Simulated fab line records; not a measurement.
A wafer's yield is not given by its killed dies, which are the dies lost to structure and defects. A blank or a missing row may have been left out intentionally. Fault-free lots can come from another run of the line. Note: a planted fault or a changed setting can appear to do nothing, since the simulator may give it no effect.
fab line records    flow n5Finfet
[record] lots = 24  wafers = 72  lastDay = 17
route steps=1938 shown BEOL_M7@1299
lots that met no fault: from a run of the same line without faults
startH: hours from the record's first day to the start of the lot's first wafer shown    waitH: time in hours since the lot's previous step    " identical to the entry in the row above    L1.1+2: a row that stands for several wafers    - no value, or no start given    * or withheld: withheld    < > ~ a bound
route shown NAME@n: names a module that has steps shown in the file, with the first one's number in the route    usual: the fault-free wafers' mean and standard deviation    same: alike in all rows    chamber/n: place in a boat    sites: per-site readings    _std_site: the values' standard deviation    _edge_site: inner sites' mean taken away from outer sites' mean    radiusMm: how far each site lies from the wafer's centre    mask NAME#n: copy n    behind: tool/chamber where the wafer was last shaped    hold: what put the lot on hold/how long, in hours/how the hold closed    device: which transistor (n, p or np) failed to switch    end of line: at the end of the route, the tests of the same wafers    a step without rows: its recipe alone    killed: not the wafer's yield, but the dies lost to structure and defects at the first sort    map: a wafer's dies, x killed, . not, _ none there
set.NAME: the setting as run; set.NAME@STEP: as run at that earlier step    model.NAME: the simulator's own value behind a step, which no gauge read
a sample of lots followed through the steps of the route, with each step as a table and each wafer as a row
services: a tool's chamber out of use, with start hour (startH, from the record's first day; less than 0 if before it), hours out, and reason
[[steps]]
[step N5_BEOL_M7_DESCUM_33]
[recipe] chemistry = O2  timeS = 7  sourcePowerW = 50  biasPowerW = 20  pressureMtorr = 20  rfFrequencyHz = 2.712e+07  tempC = 40  resist = CAR-EUV  o2FlowSccm = 225
[usual] drypumpMotorCurrentA = 5.5/0.5  oesProductAu = 0.78/0.086  rfVppV = 243.2/1.3  showerheadPlenumPTorr = 2.10/0.061  throttleValvePct = 20.40/0.26
lot.wafer  tool        chamber  startH  waitH  drypumpMotorCurrentA  oesProductAu  rfHoursCounterH  rfVppV  showerheadPlenumPTorr  throttleValvePct
L074.1     rieDiel-06  0        188.67  0.0    5.5                   0.76          152              240.3   2.01                   20.67
L074.5     "           3        "       "      6.8                   0.88          -                244.5   2.13                   20.16
L074.6     "           0        "       "      5.5                   0.76          -                240.4   2.01                   20.67
L075.1     rieDiel-05  3        202.96  0.1    5.4                   0.74          178              243.0   2.18                   20.43
L075.2     "           0        "       "      5.3                   0.76          164              243.4   2.08                   20.13
L075.4     "           2        "       "      6.0                   0.69          -                242.5   2.06                   20.74
L076.4     rieDiel-03  0        204.43  0.3    5.3                   0.71          198              244.3   2.16                   20.43
L076.5     "           2        "       "      4.8                   0.94          -                243.0   2.06                   19.90
L076.6     "           3        "       "      5.1                   0.83          -                242.7   2.11                   20.30
L077.1     rieDiel-06  0        213.10  0.2    5.5                   0.75          161              240.2   2.01                   20.67
L077.2     "           3        "       "      6.7                   0.87          48               243.5   2.12                   20.15
L077.6     "           2        "       "      5.7                   0.74          -                242.2   2.01                   20.80
L078.1     rieDiel-06  0        214.68  0.0    5.5                   0.75          161              242.3   2.01                   20.66
L078.4     "           1        "       "      5.3                   0.86          71               243.6   2.12                   20.50
L078.6     "           1        "       "      5.3                   0.85          -                243.4   2.12                   20.50
L079.4     rieDiel-05  3        221.60  0.3    5.4                   0.73          -                244.3   2.18                   20.43
L079.5     "           1        "       "      5.6                   0.95          -                245.2   2.23                   20.42
L079.6     "           0        "       "      5.3                   0.76          -                243.5   2.08                   20.15
L080.1     rieDiel-03  2        226.18  0.1    4.8                   0.92          10               244.2   2.05                   19.91
L080.3     "           0        "       "      5.3                   0.69          207              245.2   2.16                   20.45
L080.4     "           1        "       "      5.2                   0.70          -                244.1   2.15                   20.42
L082.2     rieDiel-05  3        236.04  0.0    5.4                   0.73          190              244.3   2.18                   20.43
L082.3     "           0        "       "      5.3                   0.75          176              244.3   2.07                   20.16
L082.6     "           3        "       "      5.4                   0.73          -                244.1   2.17                   20.46
L081.2     rieDiel-03  2        238.71  0.0    4.8                   0.91          15               242.8   2.05                   19.91
L081.4     "           2        "       "      4.8                   0.92          -                242.0   2.05                   19.91
L081.6     "           0        "       "      5.3                   0.69          -                245.0   2.16                   20.46
L083.1     rieDiel-06  0        238.88  0.0    5.5                   0.74          169              240.3   2.00                   20.71
L083.2     "           3        "       "      6.7                   0.86          57               243.8   2.12                   20.19
L083.6     "           2        "       "      5.7                   0.73          -                242.4   2.00                   20.82
L084.1     rieDiel-06  0        243.97  0.5    5.5                   0.75          170              242.7   2.00                   20.70
L084.2     "           3        "       "      6.8                   0.86          59               245.6   2.12                   20.19
L084.4     "           1        "       "      5.3                   0.85          80               242.6   2.12                   20.51
L085.1     rieDiel-06  3        258.99  0.1    6.8                   0.86          64               243.9   2.12                   20.17
L085.2     "           1        "       "      5.3                   0.83          85               242.5   2.12                   20.52
L085.4     "           0        "       "      5.5                   0.75          176              238.4   2.00                   20.70
L088.1     rieDiel-03  3        266.07  0.0    5.1                   0.81          113              242.6   2.10                   20.31
L088.2     "           2        "       "      4.8                   0.88          24               243.1   2.05                   19.92
L088.3     "           0        "       "      5.3                   0.68          221              244.5   2.15                   20.50
L086.1     rieDiel-05  0        266.11  0.0    5.3                   0.75          186              242.5   2.07                   20.16
L086.3     "           2        "       "      6.0                   0.96          11               242.5   2.05                   20.41
L086.4     "           1        "       "      5.6                   0.91          20               246.3   2.22                   20.44
L087.3     rieDiel-03  2        267.99  0.0    4.8                   0.89          24               243.1   2.05                   19.92
L087.5     "           2        "       "      4.8                   0.88          -                243.3   2.05                   19.93
L087.6     "           1        "       "      5.2                   0.67          -                242.8   2.15                   20.41
L089.1     rieDiel-06  2        289.90  0.0    5.7                   0.72          175              242.1   2.00                   20.88
L089.4     "           1        "       "      5.3                   0.83          94               243.2   2.11                   20.53
L089.6     "           2        "       "      5.7                   0.72          -                242.8   2.00                   20.85
L090.1     rieDiel-03  2        295.56  0.0    4.8                   0.88          32               242.6   2.05                   19.95
L090.2     "           3        "       "      5.1                   0.80          121              244.1   2.10                   20.34
L090.5     "           0        "       "      5.3                   0.68          -                245.3   2.15                   20.49
L091.3     rieDiel-03  0        297.57  0.0    5.4                   0.68          230              244.5   2.15                   20.50
L091.4     "           2        "       "      4.8                   0.87          33               243.0   2.05                   19.94
L091.6     "           2        "       "      4.8                   0.87          -                241.8   2.05                   19.94
L093.1     rieDiel-03  3        301.63  0.0    5.1                   0.80          123              244.7   2.10                   20.32
L093.4     "           2        "       "      4.8                   0.86          34               242.7   2.05                   19.95
L093.6     "           1        "       "      5.1                   0.67          -                243.6   2.14                   20.44
L092.1     rieDiel-06  1        302.05  0.4    5.3                   0.83          99               245.0   2.11                   20.54
L092.3     "           2        "       "      5.7                   0.72          179              241.8   2.00                   20.87
L092.6     "           1        "       "      5.4                   0.82          -                243.8   2.11                   20.53
L094.1     rieDiel-05  0        313.80  0.0    5.3                   0.72          201              242.7   2.07                   20.21
L094.2     "           2        "       "      6.0                   0.91          22               242.9   2.05                   20.43
L094.3     "           1        "       "      5.6                   0.86          35               244.9   2.22                   20.47
L095.2     rieDiel-06  1        313.84  0.0    5.3                   0.82          103              243.6   2.11                   20.55
L095.3     "           3        "       "      6.8                   0.83          83               242.4   2.11                   20.22
L095.6     "           2        "       "      5.7                   0.71          -                240.5   1.99                   20.86
L097.3     rieDiel-03  3        328.47  0.0    5.1                   0.79          130              242.5   2.10                   20.32
L097.4     "           0        "       "      5.3                   0.67          238              244.4   2.15                   20.51
L097.6     "           1        "       "      5.2                   0.67          -                243.7   2.14                   20.45
L096.1     rieDiel-03  1        332.58  0.3    5.2                   0.67          247              244.1   2.14                   20.45
L096.3     "           3        "       "      5.1                   0.78          132              243.4   2.09                   20.34
L096.5     "           3        "       "      5.1                   0.79          -                243.0   2.09                   20.33
[step N5_BEOL_M7_TRENCH_ETCH_37]
[recipe] chemistry = C4F6/O2  targetDepthA = 934.78  target = SiCOH_lowk  timeS = 31.2  ionEnergyEv = 250  pressureMtorr = 30  sourceW = 345  biasW = 185  Ar_flow_sccm = 300  C4F6_flow_sccm = 10  O2_flow_sccm = 10
[usual] drypumpMotorCurrentA = 5.5/0.5  oes_f_703_au = 0.78/0.082  oesProductAu = 0.78/0.085  rfVppV = 665/7.7  showerheadPlenumPTorr = 2.86/0.079  throttleValvePct = 20.94/0.23
lot.wafer  tool        chamber  startH  waitH  drypumpMotorCurrentA  oes_f_703_au  oesProductAu  rfHoursCounterH  rfVppV  showerheadPlenumPTorr  throttleValvePct
L074.1     rieDiel-06  0        -       -      5.5                   0.76          0.77          152              655     2.74                   21.19
L074.5     "           3        "       "      6.8                   0.88          0.88          -                672     2.91                   20.78
L074.6     "           0        "       "      5.5                   0.76          0.76          -                654     2.74                   21.17
L075.1     rieDiel-05  3        -       -      5.4                   0.73          0.73          179              665     2.96                   20.91
L075.2     "           0        "       "      5.3                   0.74          0.75          164              656     2.86                   20.75
L075.4     "           2        "       "      6.0                   0.67          0.68          -                665     2.80                   21.24
L076.4     rieDiel-03  0        -       -      5.4                   0.71          0.70          198              679     2.93                   20.89
L076.5     "           2        "       "      4.8                   0.94          0.95          -                664     2.81                   20.45
L076.6     "           3        "       "      5.1                   0.84          0.83          -                654     2.87                   20.84
L077.1     rieDiel-06  0        -       -      5.5                   0.75          0.75          161              655     2.74                   21.19
L077.2     "           3        "       "      6.8                   0.86          0.87          48               671     2.91                   20.78
L077.6     "           2        "       "      5.7                   0.72          0.73          -                666     2.74                   21.30
L078.1     rieDiel-06  0        -       -      5.5                   0.75          0.75          161              655     2.74                   21.20
L078.4     "           1        "       "      5.3                   0.84          0.85          71               673     2.89                   21.02
L078.6     "           1        "       "      5.3                   0.84          0.85          -                674     2.89                   21.01
L079.4     rieDiel-05  3        -       -      5.4                   0.73          0.73          -                666     2.95                   20.93
L079.5     "           1        "       "      5.6                   0.95          0.94          -                677     3.03                   20.98
L079.6     "           0        "       "      5.3                   0.74          0.75          -                656     2.85                   20.78
L080.1     rieDiel-03  2        -       -      4.8                   0.92          0.93          11               664     2.81                   20.46
L080.3     "           0        "       "      5.3                   0.70          0.70          207              679     2.93                   20.90
L080.4     "           1        "       "      5.2                   0.69          0.70          -                661     2.94                   20.98
L082.2     rieDiel-05  3        -       -      5.4                   0.73          0.73          190              665     2.95                   20.94
L082.3     "           0        "       "      5.3                   0.74          0.75          176              656     2.85                   20.78
L082.6     "           3        "       "      5.4                   0.73          0.73          -                665     2.95                   20.94
L081.2     rieDiel-03  2        -       -      4.8                   0.91          0.91          15               664     2.80                   20.46
L081.4     "           2        "       "      4.8                   0.91          0.91          -                664     2.80                   20.46
L081.6     "           0        "       "      5.3                   0.69          0.68          -                678     2.93                   20.90
L083.1     rieDiel-06  0        -       -      5.5                   0.75          0.74          169              655     2.74                   21.19
L083.2     "           3        "       "      6.7                   0.84          0.86          57               672     2.90                   20.79
L083.6     "           2        "       "      5.7                   0.71          0.72          -                668     2.73                   21.33
L084.1     rieDiel-06  0        -       -      5.5                   0.75          0.75          170              654     2.74                   21.21
L084.2     "           3        "       "      6.8                   0.84          0.86          59               671     2.90                   20.82
L084.4     "           1        "       "      5.3                   0.82          0.85          80               675     2.88                   21.04
L085.1     rieDiel-06  3        -       -      6.8                   0.84          0.85          64               671     2.90                   20.81
L085.2     "           1        "       "      5.3                   0.82          0.84          86               674     2.88                   21.03
L085.4     "           0        "       "      5.5                   0.74          0.73          176              654     2.73                   21.20
L088.1     rieDiel-03  3        -       -      5.1                   0.83          0.81          113              655     2.87                   20.84
L088.2     "           2        "       "      4.8                   0.90          0.89          24               661     2.80                   20.47
L088.3     "           0        "       "      5.3                   0.69          0.68          221              677     2.92                   20.92
L086.1     rieDiel-05  0        -       -      5.3                   0.72          0.74          186              656     2.84                   20.79
L086.3     "           2        "       "      6.0                   0.92          0.94          11               664     2.80                   20.93
L086.4     "           1        "       "      5.6                   0.89          0.90          20               675     3.02                   20.98
L087.3     rieDiel-03  2        -       -      4.8                   0.90          0.88          24               664     2.80                   20.47
L087.5     "           2        "       "      4.8                   0.89          0.89          -                663     2.80                   20.48
L087.6     "           1        "       "      5.2                   0.69          0.68          -                661     2.93                   21.00
L089.1     rieDiel-06  2        -       -      5.7                   0.70          0.71          175              669     2.73                   21.34
L089.4     "           1        "       "      5.4                   0.82          0.83          94               674     2.88                   21.05
L089.6     "           2        "       "      5.7                   0.70          0.71          -                668     2.73                   21.36
L090.1     rieDiel-03  2        -       -      4.8                   0.88          0.87          32               662     2.80                   20.47
L090.2     "           3        "       "      5.1                   0.82          0.80          122              655     2.86                   20.85
L090.5     "           0        "       "      5.3                   0.68          0.67          -                677     2.92                   20.94
L091.3     rieDiel-03  0        -       -      5.4                   0.68          0.68          230              678     2.92                   20.94
L091.4     "           2        "       "      4.8                   0.88          0.87          33               663     2.80                   20.49
L091.6     "           2        "       "      4.8                   0.87          0.87          -                663     2.80                   20.50
L093.1     rieDiel-03  3        -       -      5.1                   0.81          0.80          123              654     2.86                   20.87
L093.4     "           2        "       "      4.8                   0.87          0.86          34               663     2.80                   20.49
L093.6     "           1        "       "      5.2                   0.68          0.66          -                660     2.93                   21.01
L092.1     rieDiel-06  1        -       -      5.4                   0.80          0.82          99               674     2.88                   21.06
L092.3     "           2        "       "      5.7                   0.70          0.70          179              667     2.72                   21.37
L092.6     "           1        "       "      5.3                   0.80          0.83          -                673     2.88                   21.06
L094.1     rieDiel-05  0        -       -      5.3                   0.72          0.73          201              655     2.84                   20.82
L094.2     "           2        "       "      6.0                   0.89          0.91          22               664     2.79                   20.93
L094.3     "           1        "       "      5.6                   0.87          0.87          35               677     3.01                   21.01
L095.2     rieDiel-06  1        -       -      5.3                   0.80          0.82          103              673     2.87                   21.06
L095.3     "           3        "       "      6.8                   0.82          0.82          83               672     2.89                   20.83
L095.6     "           2        "       "      5.7                   0.70          0.71          -                669     2.72                   21.38
L097.3     rieDiel-03  3        -       -      5.1                   0.81          0.78          130              655     2.86                   20.86
L097.4     "           0        "       "      5.3                   0.68          0.67          238              677     2.91                   20.94
L097.6     "           1        "       "      5.2                   0.67          0.67          -                661     2.93                   21.05
L096.1     rieDiel-03  1        -       -      5.2                   0.68          0.67          247              661     2.92                   21.04
L096.3     "           3        "       "      5.1                   0.81          0.78          132              656     2.86                   20.88
L096.5     "           3        "       "      5.1                   0.80          0.79          -                654     2.86                   20.87
[step N5_BEOL_M7_CURE_75]
[recipe] tempC = 370  timeS = 120  ambient = DMADMS/He  material = SiCOH_lowk
[usual] lampPowerPct = 52.32/0.052  wafer_temp_C_max = 372.0/0.68
lot.wafer  tool       chamber  startH  waitH  lampPowerPct  wafer_temp_C_max
L074.1     uvCure-01  1        189.30  0.0    52.29         371.3
L074.5     "          1        "       "      52.21         371.3
L074.6     "          1        "       "      52.33         371.7
L075.1     uvCure-03  2        203.58  0.0    52.34         371.7
L075.2     "          2        "       "      52.29         371.8
L075.4     "          2        "       "      52.34         371.0
L076.4     uvCure-02  1        205.48  0.5    52.35         371.3
L076.5     "          1        "       "      52.28         372.3
L076.6     "          1        "       "      52.34         371.1
L077.1     uvCure-03  1        213.87  0.2    52.30         373.2
L077.2     "          1        "       "      52.36         373.3
L077.6     "          1        "       "      52.30         372.5
L078.1     uvCure-02  2        215.31  0.0    52.33         372.7
L078.4     "          2        "       "      52.32         371.9
L078.6     "          2        "       "      52.27         372.4
L079.4     uvCure-03  1        222.35  0.2    52.39         373.5
L079.5     "          1        "       "      52.30         372.5
L079.6     "          1        "       "      52.31         373.8
L080.1     uvCure-03  0        226.80  0.0    52.34         371.6
L080.3     "          0        "       "      52.29         371.1
L080.4     "          0        "       "      52.37         371.3
L082.2     uvCure-01  0        236.71  0.1    52.28         371.7
L082.3     "          0        "       "      52.35         371.9
L082.6     "          0        "       "      52.25         371.8
L081.2     uvCure-03  1        239.39  0.1    52.39         372.6
L081.4     "          1        "       "      52.33         373.6
L081.6     "          1        "       "      52.30         373.7
L083.1     uvCure-01  0        239.52  0.1    52.26         371.2
L083.2     "          0        "       "      52.25         371.8
L083.6     "          0        "       "      52.36         371.6
L084.1     uvCure-01  0        244.60  0.0    52.41         372.2
L084.2     "          0        "       "      52.31         371.7
L084.4     "          0        "       "      52.22         372.3
L085.1     uvCure-03  2        259.63  0.0    52.21         371.4
L085.2     "          2        "       "      52.28         372.4
L085.4     "          2        "       "      52.24         371.5
L088.1     uvCure-02  1        266.69  0.0    52.37         371.8
L088.2     "          1        "       "      52.25         371.2
L088.3     "          1        "       "      52.38         371.7
L086.1     uvCure-01  1        266.73  0.0    52.39         371.5
L086.3     "          1        "       "      52.36         371.3
L086.4     "          1        "       "      52.29         371.3
L087.3     uvCure-03  1        268.72  0.1    52.42         373.8
L087.5     "          1        "       "      52.34         373.1
L087.6     "          1        "       "      52.34         373.2
L089.1     uvCure-01  1        290.53  0.0    52.36         371.7
L089.4     "          1        "       "      52.26         371.6
L089.6     "          1        "       "      52.39         371.7
L090.1     uvCure-03  0        296.19  0.0    52.23         371.6
L090.2     "          0        "       "      52.30         371.4
L090.5     "          0        "       "      52.36         371.5
L091.3     uvCure-03  2        298.29  0.1    52.31         371.7
L091.4     "          2        "       "      52.26         371.7
L091.6     "          2        "       "      52.31         371.7
L093.1     uvCure-02  1        302.25  0.0    52.34         372.3
L093.4     "          1        "       "      52.34         371.8
L093.6     "          1        "       "      52.32         371.9
L092.1     uvCure-03  2        302.67  0.0    52.28         372.0
L092.3     "          2        "       "      52.38         371.3
L092.6     "          2        "       "      52.26         371.5
L094.1     uvCure-03  1        314.42  0.0    52.27         372.9
L094.2     "          1        "       "      52.31         373.1
L094.3     "          1        "       "      52.35         372.6
L095.2     uvCure-02  1        314.52  0.1    52.38         371.7
L095.3     "          1        "       "      52.33         371.7
L095.6     "          1        "       "      52.31         372.0
L097.3     uvCure-03  2        329.39  0.2    52.35         372.0
L097.4     "          2        "       "      52.32         371.8
L097.6     "          2        "       "      52.33         371.4
L096.1     uvCure-02  1        333.20  0.0    52.26         371.8
L096.3     "          1        "       "      52.36         372.3
L096.5     "          1        "       "      52.25         372.1
[step N5_BEOL_M7_SPUTTER_48]
[recipe] material = Cu  targetThkA = 100  tempC = -20  biasV = 60  powerW = 26000  chamberPressurePa = 0.13  timeS = 1.667
[usual] susceptorTempC = -20.01/0.11  throttleValvePct = 29.4/0.88
lot.wafer  tool           chamber  startH  waitH  susceptorTempC  throttleValvePct
L074.1     pvdSputter-01  -        191.47  0.1    -19.97          31.8
L074.5     "              -        "       "      -19.97          29.6
L074.6     "              -        "       "      -20.12          31.9
L075.1     pvdSputter-03  -        205.42  0.1    -19.96          30.2
L075.2     "              -        "       "      -20.01          29.7
L075.4     "              -        "       "      -20.02          29.3
L076.4     pvdSputter-01  -        208.39  0.1    -20.05          28.9
L076.5     "              -        "       "      -19.92          29.0
L076.6     "              -        "       "      -20.17          28.2
L077.1     pvdSputter-01  -        215.50  0.1    -20.11          29.3
L077.2     "              -        "       "      -20.10          31.8
L077.6     "              -        "       "      -20.07          31.5
L078.1     pvdSputter-03  -        216.42  0.2    -20.05          29.1
L078.4     "              -        "       "      -20.06          29.4
L078.6     "              -        "       "      -20.09          29.6
L079.4     pvdSputter-03  -        223.62  0.1    -20.01          29.3
L079.5     "              -        "       "      -19.88          29.3
L079.6     "              -        "       "      -20.06          29.1
L080.1     pvdSputter-01  -        228.45  0.1    -19.99          28.6
L080.3     "              -        "       "      -19.89          29.4
L080.4     "              -        "       "      -19.88          31.5
L082.2     pvdSputter-03  -        239.03  0.5    -20.03          29.3
L082.3     "              -        "       "      -19.87          30.6
L082.6     "              -        "       "      -19.87          29.5
L081.2     pvdSputter-01  -        240.81  0.3    -20.11          31.6
L081.4     "              -        "       "      -19.95          27.9
L081.6     "              -        "       "      -20.18          28.9
L083.1     pvdSputter-01  -        240.89  0.4    -19.99          29.2
L083.2     "              -        "       "      -19.83          29.5
L083.6     "              -        "       "      -19.97          31.7
L084.1     pvdSputter-01  -        246.74  0.9    -19.98          29.2
L084.2     "              -        "       "      -19.90          31.5
L084.4     "              -        "       "      -20.06          28.8
L085.1     pvdSputter-03  -        261.01  0.2    -20.12          29.6
L085.2     "              -        "       "      -19.96          29.1
L085.4     "              -        "       "      -20.12          29.3
L088.1     pvdSputter-01  -        267.95  0.1    -20.00          29.3
L088.2     "              -        "       "      -19.89          28.1
L088.3     "              -        "       "      -20.13          31.4
L086.1     pvdSputter-03  -        268.09  0.1    -19.82          30.1
L086.3     "              -        "       "      -19.95          29.0
L086.4     "              -        "       "      -19.83          29.2
L087.3     pvdSputter-02  -        270.08  0.2    -20.02          30.0
L087.5     "              -        "       "      -19.91          29.3
L087.6     "              -        "       "      -20.04          29.7
L089.1     pvdSputter-03  -        291.62  0.1    -19.95          29.1
L089.4     "              -        "       "      -19.98          30.3
L089.6     "              -        "       "      -20.03          29.0
L090.1     pvdSputter-03  -        298.37  0.8    -20.00          29.2
L090.2     "              -        "       "      -20.08          29.6
L090.5     "              -        "       "      -20.10          29.4
L091.3     pvdSputter-02  -        299.91  0.1    -20.07          29.4
L091.4     "              -        "       "      -19.98          29.5
L091.6     "              -        "       "      -20.02          28.8
L093.1     pvdSputter-01  -        303.88  0.5    -19.95          28.4
L093.4     "              -        "       "      -20.09          31.4
L093.6     "              -        "       "      -19.91          31.7
L092.1     pvdSputter-02  -        305.41  0.1    -19.97          28.9
L092.3     "              -        "       "      -19.92          29.7
L092.6     "              -        "       "      -20.11          29.8
L094.1     pvdSputter-02  -        315.50  0.1    -20.20          29.6
L094.2     "              -        "       "      -19.99          29.1
L094.3     "              -        "       "      -19.89          29.7
L095.2     pvdSputter-03  -        316.24  0.1    -20.31          29.3
L095.3     "              -        "       "      -20.07          30.3
L095.6     "              -        "       "      -19.94          29.5
L097.3     pvdSputter-02  -        330.65  0.1    -20.09          29.1
L097.4     "              -        "       "      -19.96          29.6
L097.6     "              -        "       "      -20.21          29.8
L096.1     pvdSputter-03  -        336.13  0.1    -20.06          29.5
L096.3     "              -        "       "      -19.95          30.1
L096.5     "              -        "       "      -20.03          29.6
[step N5_BEOL_M7_THK_MEAS_53]
[recipe] thkMeasGauge = xrf  reads = Cu_of_BEOL_M7_ECD_50
[usual] M7_THK = 77.7/1.9
lot.wafer  tool          chamber  startH  waitH  M7_THK[nm]
L074.1     filmMetro-02  -        192.29  -      80.2
L074.5     "             -        "       "      80.2
L074.6     "             -        "       "      79.0
L075.1     filmMetro-02  -        206.66  -      78.0
L075.2     "             -        "       "      78.4
L075.4     "             -        "       "      78.2
L076.4     filmMetro-01  -        209.19  -      79.1
L076.5     "             -        "       "      79.3
L076.6     "             -        "       "      79.4
L077.1     filmMetro-01  -        216.46  -      77.5
L077.2     "             -        "       "      78.4
L077.6     "             -        "       "      77.3
L078.1     filmMetro-02  -        217.22  -      78.9
L078.4     "             -        "       "      80.1
L078.6     "             -        "       "      80.3
L079.4     filmMetro-02  -        224.44  -      76.1
L079.5     "             -        "       "      79.7
L079.6     "             -        "       "      77.3
L080.1     filmMetro-02  -        229.46  -      77.7
L080.3     "             -        "       "      77.8
L080.4     "             -        "       "      75.3
L082.2     filmMetro-01  -        239.97  -      78.0
L082.3     "             -        "       "      78.4
L082.6     "             -        "       "      79.4
L081.2     filmMetro-01  -        241.61  -      78.9
L081.4     "             -        "       "      78.2
L081.6     "             -        "       "      77.5
L083.1     filmMetro-02  -        241.88  -      79.4
L083.2     "             -        "       "      81.1
L083.6     "             -        "       "      77.4
L084.1     filmMetro-02  -        247.54  -      80.6
L084.2     "             -        "       "      82.5
L084.4     "             -        "       "      81.3
L085.1     filmMetro-01  -        261.96  -      78.5
L085.2     "             -        "       "      77.8
L085.4     "             -        "       "      76.1
L088.1     filmMetro-02  -        269.14  -      77.4
L088.2     "             -        "       "      77.3
L088.3     "             -        "       "      76.1
L086.1     filmMetro-01  -        269.36  -      77.0
L086.3     "             -        "       "      78.2
L086.4     "             -        "       "      80.0
L087.3     filmMetro-02  -        270.89  -      74.7
L087.5     "             -        "       "      76.1
L087.6     "             -        "       "      73.4
L089.1     filmMetro-01  -        292.46  -      74.6
L089.4     "             -        "       "      78.7
L089.6     "             -        "       "      77.4
L090.1     filmMetro-02  -        299.18  -      77.5
L090.2     "             -        "       "      76.7
L090.5     "             -        "       "      75.3
L091.3     filmMetro-02  -        300.71  -      76.5
L091.4     "             -        "       "      79.3
L091.6     "             -        "       "      78.7
L093.1     filmMetro-02  -        304.73  -      76.6
L093.4     "             -        "       "      76.9
L093.6     "             -        "       "      73.3
L092.1     filmMetro-01  -        306.21  -      79.3
L092.3     "             -        "       "      77.3
L092.6     "             -        "       "      79.5
L094.1     filmMetro-01  -        316.30  -      78.2
L094.2     "             -        "       "      78.2
L094.3     "             -        "       "      78.4
L095.2     filmMetro-02  -        317.04  -      79.5
L095.3     "             -        "       "      78.5
L095.6     "             -        "       "      76.7
L097.3     filmMetro-02  -        331.61  -      76.4
L097.4     "             -        "       "      75.9
L097.6     "             -        "       "      75.7
L096.1     filmMetro-02  -        337.02  -      73.9
L096.3     "             -        "       "      76.4
L096.5     "             -        "       "      77.7
[step N5_BEOL_M7_DEP_56]
[recipe] material = SiCN  targetThkA = 100  tempC = withheld  precursor = 3MS/NH3  pressureTorr = 3  rfW = 202  timeS = 17.5
[usual] showerheadPlenumPTorr = 3.669/0.014  throttleValvePct = 9.0/0.48
lot.wafer  tool      chamber  startH  waitH  showerheadPlenumPTorr  throttleValvePct
L074.1     pecvd-02  1        192.35  0.0    3.670                  8.7
L074.5     "         0        "       "      3.688                  8.8
L074.6     "         2        "       "      3.666                  8.3
L075.1     pecvd-02  0        206.72  0.0    3.692                  9.1
L075.2     "         2        "       "      3.660                  8.4
L075.4     "         1        "       "      3.665                  8.7
L076.4     pecvd-01  0        209.28  0.0    3.651                  9.4
L076.5     "         0        "       "      3.658                  9.4
L076.6     "         1        "       "      3.671                  9.1
L077.1     pecvd-02  1        216.52  0.0    3.653                  9.0
L077.2     "         0        "       "      3.686                  9.1
L077.6     "         1        "       "      3.662                  8.5
L078.1     pecvd-02  0        217.28  0.0    3.691                  9.3
L078.4     "         1        "       "      3.657                  8.8
L078.6     "         0        "       "      3.692                  9.1
L079.4     pecvd-04  1        224.52  0.0    3.644                  9.6
L079.5     "         2        "       "      3.681                  9.3
L079.6     "         0        "       "      3.659                  9.1
L080.1     pecvd-01  0        229.53  0.0    3.661                  9.5
L080.3     "         0        "       "      3.666                  9.4
L080.4     "         1        "       "      3.682                  8.9
L082.2     pecvd-04  0        240.03  0.0    3.665                  9.2
L082.3     "         2        "       "      3.681                  9.1
L082.6     "         2        "       "      3.668                  9.0
L081.2     pecvd-01  2        241.68  0.0    3.686                  8.1
L081.4     "         1        "       "      3.671                  9.1
L081.6     "         2        "       "      3.683                  8.4
L083.1     pecvd-01  2        241.95  0.0    3.685                  8.1
L083.2     "         1        "       "      3.677                  8.8
L083.6     "         2        "       "      3.675                  8.4
L084.1     pecvd-02  0        247.60  0.0    3.698                  9.2
L084.2     "         1        "       "      3.659                  8.9
L084.4     "         2        "       "      3.668                  8.4
L085.1     pecvd-01  0        262.02  0.0    3.657                  9.4
L085.2     "         1        "       "      3.672                  9.0
L085.4     "         0        "       "      3.658                  9.5
L088.1     pecvd-04  2        269.20  0.0    3.684                  9.3
L088.2     "         1        "       "      3.654                  9.8
L088.3     "         0        "       "      3.669                  9.2
L086.1     pecvd-02  1        269.43  0.0    3.660                  8.7
L086.3     "         2        "       "      3.660                  8.4
L086.4     "         1        "       "      3.657                  8.5
L087.3     pecvd-01  2        270.95  0.0    3.688                  8.6
L087.5     "         1        "       "      3.680                  9.0
L087.6     "         2        "       "      3.685                  8.4
L089.1     pecvd-04  2        292.53  0.0    3.688                  8.9
L089.4     "         1        "       "      3.656                  9.8
L089.6     "         0        "       "      3.677                  9.4
L090.1     pecvd-02  2        299.24  0.0    3.662                  8.2
L090.2     "         1        "       "      3.667                  8.7
L090.5     "         0        "       "      3.675                  9.0
L091.3     pecvd-01  2        300.78  0.0    3.692                  8.5
L091.4     "         0        "       "      3.663                  9.7
L091.6     "         2        "       "      3.686                  8.1
L093.1     pecvd-04  0        304.79  0.0    3.680                  9.3
L093.4     "         0        "       "      3.673                  9.2
L093.6     "         1        "       "      3.639                  10.0
L092.1     pecvd-02  1        306.28  0.0    3.662                  8.8
L092.3     "         0        "       "      3.677                  9.0
L092.6     "         0        "       "      3.681                  9.4
L094.1     pecvd-04  2        316.36  0.0    3.681                  9.0
L094.2     "         1        "       "      3.652                  10.0
L094.3     "         0        "       "      3.668                  9.3
L095.2     pecvd-04  0        317.10  0.0    3.673                  9.4
L095.3     "         1        "       "      3.660                  10.0
L095.6     "         0        "       "      3.675                  9.2
L097.3     pecvd-02  0        331.67  0.0    3.687                  9.2
L097.4     "         1        "       "      3.657                  8.5
L097.6     "         2        "       "      3.658                  8.4
L096.1     pecvd-04  1        337.09  0.0    3.646                  9.9
L096.3     "         0        "       "      3.672                  9.5
L096.5     "         0        "       "      3.678                  9.1
[[services]]
tool        chamber  startH  hours  kind
uvCure-03   -        169.05  5.1    repair
pecvd-01    -        187.97  2.8    pm
rieDiel-05  1        189.36  -      clean
rieDiel-05  1        189.36  -      consumableReplace:focusRing
rieDiel-05  1        189.36  -      consumableReplace:showerhead
rieDiel-05  1        189.36  17.0   scheduledDown
rieDiel-05  1        189.36  17.0   ventCycle
uvCure-02   -        199.29  1.0    pm
uvCure-02   -        204.21  0.3    repair
uvCure-01   -        204.74  3.4    pm
rieDiel-03  2        208.36  12.5   repair
rieDiel-03  3        217.87  22.0   repair
rieDiel-05  2        219.60  -      clean
rieDiel-05  3        240.96  8.6    repair
uvCure-03   -        242.71  7.5    pm
uvCure-02   -        247.13  7.5    pm
rieDiel-05  2        283.44  5.7    repair
uvCure-02   -        285.75  0.9    repair
rieDiel-03  1        291.24  4.8    repair
uvCure-02   -        294.54  2.1    pm
uvCure-01   -        295.81  2.8    pm
rieDiel-03  -        296.14  0.2    repair
rieDiel-06  -        307.82  0.2    repair
pecvd-01    -        335.32  46.5   repair
[[key]]
fault none
